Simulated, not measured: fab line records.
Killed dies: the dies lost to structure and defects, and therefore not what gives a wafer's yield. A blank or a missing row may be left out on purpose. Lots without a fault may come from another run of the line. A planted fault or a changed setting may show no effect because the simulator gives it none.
Which tool is to blame? | flow nand_harc | 14 lots, 42 wafers sampled, at 4 steps of a route of 1302

== WHAT THE GAUGES READ, wafer by wafer ==
The record lacks any reading of a measuring or inspecting step that a usual standard deviation could be used to judge.

== WHICH TOOL RAN EACH LOT (tool, then ch and the chambers of the sampled wafers, then the start) ==
lot  | NHARC_A_STAIRCASE_ETCH_444         | NHARC_A_STAIRCASE_CMP_152     | NHARC_A_SGD_CUT_PEB_07            | NHARC_A_SGD_CUT_ETCH_59
L157 | rie_diel-13 ch 1,2,3, day 19 10:23 | cmp-04 ch 0,2,3, day 19 14:43 | litho_track-01 ch 0, day 19 17:08 | rie_diel-06 ch 0,3, no start
L159 | rie_diel-02 ch 0,1,2, day 20 00:31 | cmp-04 ch 1,2,3, day 20 05:18 | litho_track-06 ch 0, day 20 07:48 | rie_diel-06 ch 0,2,3, no start
L160 | rie_diel-11 ch 1,2, day 20 11:00   | cmp-03 ch 1,2,3, day 20 16:27 | litho_track-06 ch 0, day 20 18:55 | rie_diel-06 ch 0,3, no start
L161 | rie_diel-11 ch 0,2,3, day 21 02:14 | cmp-04 ch 2,3, day 21 06:32   | litho_track-04 ch 0, day 21 08:58 | rie_diel-01 ch 0,2, no start
L163 | rie_diel-11 ch 2,3, day 21 12:14   | cmp-04 ch 0,2, day 21 17:29   | litho_track-04 ch 0, day 21 20:02 | rie_diel-03 ch 0,1,2, no start
L162 | rie_diel-02 ch 1,2, day 21 12:24   | cmp-01 ch 1,2,3, day 21 17:41 | litho_track-06 ch 0, day 21 20:11 | rie_diel-06 ch 1,3, no start
L164 | rie_diel-13 ch 0,2,3, day 22 01:47 | cmp-03 ch 0,2,3, day 22 06:18 | litho_track-01 ch 0, day 22 08:46 | rie_diel-06 ch 0,1, no start
L166 | rie_diel-11 ch 2,3, day 22 16:28   | cmp-01 ch 1,3, day 22 21:41   | litho_track-04 ch 0, day 23 00:05 | rie_diel-01 ch 0,2,3, no start
L173 | rie_diel-02 ch 0,2,3, day 25 10:19 | cmp-03 ch 1,2,3, day 25 15:37 | litho_track-01 ch 0, day 25 18:05 | rie_diel-01 ch 0,1,2, no start
L172 | rie_diel-13 ch 0,1,2, day 25 11:08 | cmp-03 ch 0,2,3, day 25 16:49 | litho_track-01, day 25 19:16      | rie_diel-06 ch 1,2, no start
L175 | rie_diel-11 ch 0,3, day 27 04:39   | cmp-04 ch 1,3, day 27 09:58   | litho_track-06, day 27 12:25      | rie_diel-06 ch 1,2,3, no start
L177 | rie_diel-11 ch 0,2, day 28 02:06   | cmp-04 ch 0,2, day 28 07:10   | litho_track-04 ch 0, day 28 09:35 | rie_diel-03 ch 0,1,2, no start
L178 | rie_diel-02 ch 0,2, day 28 15:46   | cmp-04 ch 2,3, day 28 22:00   | litho_track-04 ch 0, day 29 00:30 | rie_diel-03 ch 1,3, no start
L179 | rie_diel-11 ch 0,2, day 28 16:51   | cmp-03 ch 0,1,3, day 28 22:27 | litho_track-04 ch 0, day 29 00:58 | rie_diel-01 ch 0,1, no start
- NHARC_A_STAIRCASE_ETCH_444: etches the open film in C4F8/O2, target depth 20400 nm, time 6800 s.
- NHARC_A_STAIRCASE_CMP_152: polishes.
- NHARC_A_SGD_CUT_PEB_07: peb time 65 s.
- NHARC_A_SGD_CUT_ETCH_59: etches the open film in N2/H2, target depth 260 nm, time 406.25 s.

== AS READ BY THE TOOLS THEMSELVES (means over the sampled wafers that have a number; for cases with no such wafer, the mark the record gives instead) ==
NHARC_A_STAIRCASE_ETCH_444. Usual: oes_product_au 0.936 a.u., standard deviation 0.02; rf_vpp_V 806 V, standard deviation 3.2.
lot  | tool        | oes_product_au (a.u.) | rf_vpp_V (V) | flag
L157 | rie_diel-13 | 0.931                 | 805          |
L159 | rie_diel-02 | 0.950                 | 808          |
L160 | rie_diel-11 | 0.932                 | 807          |
L161 | rie_diel-11 | 0.956                 | 803          |
L163 | rie_diel-11 | 0.920                 | 803          |
L162 | rie_diel-02 | 0.933                 | 806          |
L164 | rie_diel-13 | 0.930                 | 808          |
L166 | rie_diel-11 | 0.926                 | 806          |
L173 | rie_diel-02 | 0.980                 | 806          |
L172 | rie_diel-13 | 0.920                 | 806          |
L175 | rie_diel-11 | 0.950                 | 806          |
L177 | rie_diel-11 | 0.981                 | 805          |
L178 | rie_diel-02 | 0.944                 | 805          |
L179 | rie_diel-11 | 0.931                 | 806          |

NHARC_A_STAIRCASE_CMP_152. Usual: motor_current_A 11.5 A, standard deviation 1.
lot  | tool   | motor_current_A (A) | flag
L157 | cmp-04 | 11.5                |
L159 | cmp-04 | 10.9                |
L160 | cmp-03 | 12.0                |
L161 | cmp-04 | 11.1                |
L163 | cmp-04 | 12.2                |
L162 | cmp-01 | 10.4                |
L164 | cmp-03 | 12.2                |
L166 | cmp-01 | 10.2                |
L173 | cmp-03 | 12.0                |
L172 | cmp-03 | 12.4                |
L175 | cmp-04 | 10.5                |
L177 | cmp-04 | 12.7                |
L178 | cmp-04 | 10.5                |
L179 | cmp-03 | 12.1                |

NHARC_A_SGD_CUT_PEB_07. Usual: chill_plate_temp_C 23.00 C, standard deviation 0.12; exhaust_pa 44.7 Pa, standard deviation 0.97.
lot  | tool           | chill_plate_temp_C (C) | exhaust_pa (Pa) | flag
L157 | litho_track-01 | 22.95                  | 44.4            |
L159 | litho_track-06 | 23.12                  | 44.2            |
L160 | litho_track-06 | 22.85                  | 45.1            |
L161 | litho_track-04 | 22.96                  | 45.4            |
L163 | litho_track-04 | 22.93                  | 45.3            |
L162 | litho_track-06 | 22.88                  | 43.8            |
L164 | litho_track-01 | 22.92                  | 45.0            |
L166 | litho_track-04 | 23.27                  | 44.7            |
L173 | litho_track-01 | 22.92                  | 43.7            |
L172 | litho_track-01 | -                      | -               | OFF
L175 | litho_track-06 | -                      | -               | OFF
L177 | litho_track-04 | 23.09                  | 44.8            |
L178 | litho_track-04 | 23.03                  | 44.4            |
L179 | litho_track-04 | 22.95                  | 45.3            |

NHARC_A_SGD_CUT_ETCH_59. Usual: drypump_motor_current_A 5.5 A, standard deviation 0.43; oes_product_au 0.999 a.u., standard deviation 0.0093; rf_vpp_V 431.1 V, standard deviation 2.9; showerhead_plenum_p_Torr 2.06 Torr, standard deviation 0.1; throttle_valve_pct 14.171 %, standard deviation 0.0085.
lot  | tool        | drypump_motor_current_A (A) | oes_product_au (a.u.) | rf_vpp_V (V) | showerhead_plenum_p_Torr (Torr) | throttle_valve_pct (%) | flag
L157 | rie_diel-06 | 5.5                         | 0.992                 | 429.2        | 1.99                            | 14.154                 |
L159 | rie_diel-06 | 5.5                         | 0.990                 | 431.4        | 2.05                            | 14.172                 |
L160 | rie_diel-06 | 5.7                         | 0.993                 | 429.7        | 2.00                            | 14.177                 |
L161 | rie_diel-01 | 5.7                         | 1.008                 | 428.8        | 1.97                            | 14.173                 |
L163 | rie_diel-03 | 5.7                         | 1.001                 | 428.5        | 2.01                            | 14.168                 |
L162 | rie_diel-06 | 5.8                         | 1.004                 | 431.3        | 2.07                            | 14.169                 |
L164 | rie_diel-06 | 5.6                         | 0.998                 | 431.2        | 2.06                            | 14.176                 |
L166 | rie_diel-01 | 5.3                         | 0.991                 | 430.6        | 2.06                            | 14.170                 |
L173 | rie_diel-01 | 5.4                         | 1.008                 | 430.2        | 2.04                            | 14.167                 |
L172 | rie_diel-06 | 5.3                         | 1.000                 | 433.8        | 2.15                            | 14.169                 |
L175 | rie_diel-06 | 5.6                         | 0.988                 | 431.9        | 2.09                            | 14.180                 |
L177 | rie_diel-03 | 5.7                         | 1.000                 | 430.0        | 2.00                            | 14.165                 |
L178 | rie_diel-03 | 6.1                         | 0.998                 | 430.0        | 2.01                            | 14.172                 |
L179 | rie_diel-01 | 5.1                         | 1.000                 | 433.5        | 2.11                            | 14.182                 |

== THE ANSWER, worked out from the rows above alone ==
Rule: a lot is off if the mean of its wafers that have a number lies more than 3 standard deviations from the usual mean. Also off: a lot with no number at a reading for which 4 or more lots have one. Any other lot the step has rows for is counted as sound. After the gauges, taken in route order, come the tools' own readings; for these a lot's mean is taken, as printed above. At the first step where some lot is off, the reading lying furthest off is the one used; lots without a number count as furthest.
Off at NHARC_A_SGD_CUT_PEB_07 (chill_plate_temp_C): L172, L175. Without a number there: L172, L175.
If a tool, at that step or one of the process steps before it, ran each lot that is off and ran no sound lot following the first of them, it fits. Not one of the candidates tried fits.

== WHAT THE SIMULATOR HAD INSERTED ==
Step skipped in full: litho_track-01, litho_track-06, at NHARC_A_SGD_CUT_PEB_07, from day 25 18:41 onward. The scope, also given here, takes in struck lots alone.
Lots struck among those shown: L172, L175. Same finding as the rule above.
